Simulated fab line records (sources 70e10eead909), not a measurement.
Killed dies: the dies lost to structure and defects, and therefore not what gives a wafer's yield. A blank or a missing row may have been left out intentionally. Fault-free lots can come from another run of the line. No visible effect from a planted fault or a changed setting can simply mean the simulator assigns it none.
Which tool did it?	flow nandHarc	13 lots, 39 wafers sampled, at 5 steps of a route of 1302

WHAT EACH GAUGE READ, for each wafer
NHARC_P_ZERO_WELL_CD_MEAS_52: the cd target is 2000 nm. Usual: 1999.4 nm for cdNm, sd 1.5.
lot	measured	on	cdNm (nm)	flag
L519	day 2 11:42	cdSem-02	2001.2 1995.8 2001.0	
L520	day 2 21:39	cdSem-03	1997.6 1998.5 2001.2	
L521	day 3 08:01	cdSem-03	2000.3 1997.6 1999.7	
L522	day 3 17:35	cdSem-02	2001.5 1999.1 2002.3	
L523	day 4 03:46	cdSem-02	1999.8 1998.9 1999.0	
L524	day 4 13:45	cdSem-03	1999.5 1997.0 1998.0	
L532	day 7 23:04	cdSem-03	2002.1 1999.8 2000.0	
L534	day 8 17:38	cdSem-03	1999.8 1998.4 1997.1	
L536	day 9 13:29	cdSem-01	1999.7 1997.4 1997.9	
L537	day 9 23:47	cdSem-01	1997.2 1999.2 1999.8	
L538	day 10 13:52	cdSem-02	2003.9 2001.1 2001.9	
L539	day 10 19:38	cdSem-01	1998.6 1997.9 1999.7	
L540	day 11 06:32	cdSem-01	1998.7 1998.2 1998.8	

NHARC_END_SORT_01. Usual: killedAtArray 49, standard deviation 18; killedAtOther 0.7, standard deviation 1.1; killedAtPeriphery 4.0, standard deviation 2.6; killedDies 54, standard deviation 19; killedOpen 3.4, standard deviation 1.7; killedShort 2.5, standard deviation 1.7.
lot	measured	on	killedAtArray	killedAtOther	killedAtPeriphery	killedDies	killedOpen	killedShort	flag
L523	day 26 03:28	prober-01	29 52 22	0 1 2	648 624 653	677 677 677	2 1 0	0 2 0	OFF
L524	day 26 04:15	prober-02	52 58 63	0 0 0	625 619 614	677 677 677	8 6 2	4 1 1	OFF

EACH LOT AND THE TOOL THAT RAN IT (in order: tool; ch and the chambers of the sampled wafers; start)
lot	NHARC_P_ZERO_WELL_IMPLANT_27	NHARC_P_ZERO_WELL_RTA_42	NHARC_P_STI_DESCUM_14
L519	implanter-02 ch 0, day 2 08:58	rtpAnneal-02 ch 0, day 2 12:52	rieDiel-13 ch 1,2,3, day 3 05:22
L520	implanter-01 ch 0, day 2 18:48	rtpAnneal-02 ch 0, day 2 22:56	rieDiel-13 ch 0,2, day 3 17:25
L521	implanter-01 ch 0, day 3 05:01	rtpAnneal-01 ch 0, day 3 09:10	rieDiel-07 ch 0,2,3, day 4 02:55
L522	implanter-01 ch 0, day 3 14:53	rtpAnneal-01 ch 0, day 3 18:44	rieDiel-07 ch 2,3, day 4 11:35
L523	implanter-01, day 4 00:49	rtpAnneal-02 ch 0, day 4 05:00	-
L524	implanter-01, day 4 10:49	rtpAnneal-01 ch 0, day 4 15:07	-
L532	implanter-02 ch 0, day 7 20:07	rtpAnneal-02 ch 0, day 8 00:20	rieDiel-11 ch 1,2,3, day 8 16:13
L534	implanter-01 ch 0, day 8 14:55	rtpAnneal-02 ch 0, day 8 18:46	rieDiel-13 ch 0,1, day 9 11:53
L536	implanter-02 ch 0, day 9 10:40	rtpAnneal-02 ch 0, day 9 14:45	rieDiel-11 ch 2,3, day 10 10:26
L537	implanter-02 ch 0, day 9 20:56	rtpAnneal-01 ch 0, day 10 00:56	rieDiel-11 ch 0,1,2, day 10 16:33
L538	implanter-01 ch 0, day 10 06:55	rtpAnneal-01 ch 0, day 10 15:07	rieDiel-13 ch 0,1,3, day 11 08:02
L539	implanter-01 ch 0, day 10 16:44	rtpAnneal-02 ch 0, day 10 21:01	rieDiel-07 ch 1,2, day 11 15:47
L540	implanter-02 ch 0, day 11 02:49	rtpAnneal-01 ch 0, day 11 08:07	rieDiel-07 ch 0,1,3, day 12 01:14
- NHARC_P_ZERO_WELL_IMPLANT_27
- NHARC_P_ZERO_WELL_RTA_42: time 300 s.
- NHARC_P_STI_DESCUM_14: chemistry O2, time 3 s.

WHAT THE TOOLS THEMSELVES READ (means of the sampled wafers that have a number; where no wafer has one, the mark that the record gives instead)
NHARC_P_ZERO_WELL_IMPLANT_27. Usual: beamEnergyKeV 599.99, standard deviation 0.17; beamOnS 10.00 s, standard deviation 0.21.
lot	tool	beamEnergyKeV	beamOnS (s)	flag
L519	implanter-02	600.02	10.00	
L520	implanter-01	599.98	9.91	
L521	implanter-01	600.05	9.84	
L522	implanter-01	599.85	9.96	
L523	implanter-01	-	-	OFF
L524	implanter-01	-	-	OFF
L532	implanter-02	600.06	10.04	
L534	implanter-01	599.91	9.97	
L536	implanter-02	600.13	10.14	
L537	implanter-02	600.03	10.06	
L538	implanter-01	599.91	9.90	
L539	implanter-01	599.59	10.10	
L540	implanter-02	600.21	10.02	

NHARC_P_ZERO_WELL_RTA_42. Usual: annealTempCMax 1106.9, standard deviation 1.3; lampPowerPct 39.5 %, standard deviation 0.71; lamp_zone_7_pct 39.9 %, standard deviation 0.72; wafer_temp_C_max 1104.1, standard deviation 0.8.
lot	tool	annealTempCMax	lampPowerPct (%)	lamp_zone_7_pct (%)	wafer_temp_C_max	flag
L519	rtpAnneal-02	1108.9	38.7	39.1	1104.3	
L520	rtpAnneal-02	1106.9	38.7	39.0	1104.2	
L521	rtpAnneal-01	1106.7	40.1	40.5	1103.5	
L522	rtpAnneal-01	1107.0	40.1	40.5	1103.8	
L523	rtpAnneal-02	1106.9	38.6	38.9	1104.2	
L524	rtpAnneal-01	1107.5	40.2	40.5	1103.6	
L532	rtpAnneal-02	1108.7	38.6	39.1	1104.6	
L534	rtpAnneal-02	1108.7	38.7	39.0	1104.4	
L536	rtpAnneal-02	1107.1	38.7	39.0	1104.7	
L537	rtpAnneal-01	1105.9	40.1	40.5	1104.0	
L538	rtpAnneal-01	1107.6	40.0	40.4	1104.3	
L539	rtpAnneal-02	1106.4	38.7	39.1	1104.1	
L540	rtpAnneal-01	1106.2	40.2	40.5	1105.0	

NHARC_P_STI_DESCUM_14. Usual: drypumpMotorCurrentA 5.6 A, standard deviation 0.49; oesProductAu 0.996 a.u., standard deviation 0.01; rfVppV 57.6 V, standard deviation 0.85; showerheadPlenumPTorr 1.87 Torr, standard deviation 0.071; throttleValvePct 11.311 %, standard deviation 0.0088.
lot	tool	drypumpMotorCurrentA (A)	oesProductAu (a.u.)	rfVppV (V)	showerheadPlenumPTorr (Torr)	throttleValvePct (%)	flag
L519	rieDiel-13	5.4	0.994	57.4	1.88	11.305	
L520	rieDiel-13	5.6	1.001	57.8	1.86	11.313	
L521	rieDiel-07	5.3	1.004	57.8	1.84	11.309	
L522	rieDiel-07	5.2	0.999	57.9	1.83	11.313	
L532	rieDiel-11	5.4	0.998	57.3	1.83	11.319	
L534	rieDiel-13	5.0	1.000	58.4	1.96	11.301	
L536	rieDiel-11	5.7	0.989	57.2	1.82	11.320	
L537	rieDiel-11	5.8	0.990	58.2	1.89	11.313	
L538	rieDiel-13	5.4	0.988	57.8	1.90	11.307	
L539	rieDiel-07	5.9	0.988	57.4	1.87	11.317	
L540	rieDiel-07	5.6	1.001	57.4	1.81	11.310	

THE ANSWER, worked out from the rows above alone
Rule: a lot is off if the mean of its wafers that have a number lies more than 3 standard deviations from the usual mean. Also off: a lot with no number at a reading for which 4 or more lots have one. Where the step has rows for the other lots, those lots are counted as sound. After the gauges, taken in route order, come the tools' own readings; for these a lot's mean is taken, as printed above. At the first step where some lot is off, the reading lying furthest off is the one used; lots without a number count as furthest.
Off: L523, L524, at NHARC_END_SORT_01 (killedAtPeriphery). Neither off nor sound, because the step has no rows for them: L519, L520, L521, L522, L532, L534, L536, L537, L538, L539, L540.
A tool fits if, at a process step before that reading, it ran every lot that is off, and no sound lot after the first of them. Not tried: the gauges at NHARC_END_SORT_01; whatever is off there is also off at NHARC_P_ZERO_WELL_IMPLANT_27, on other tools, and gauge error can't account for it. One fits: implanter-01 at NHARC_P_ZERO_WELL_IMPLANT_27. It ran no sound lot before its first lot that is off in this sample, so the start can't be narrowed down.

WHAT THE SIMULATOR HAD PUT IN
Skipped step whole: implanter-01, from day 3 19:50 on, at NHARC_P_ZERO_WELL_IMPLANT_27. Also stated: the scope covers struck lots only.
Lots struck among those shown: L523, L524. The rule above reached the same finding.
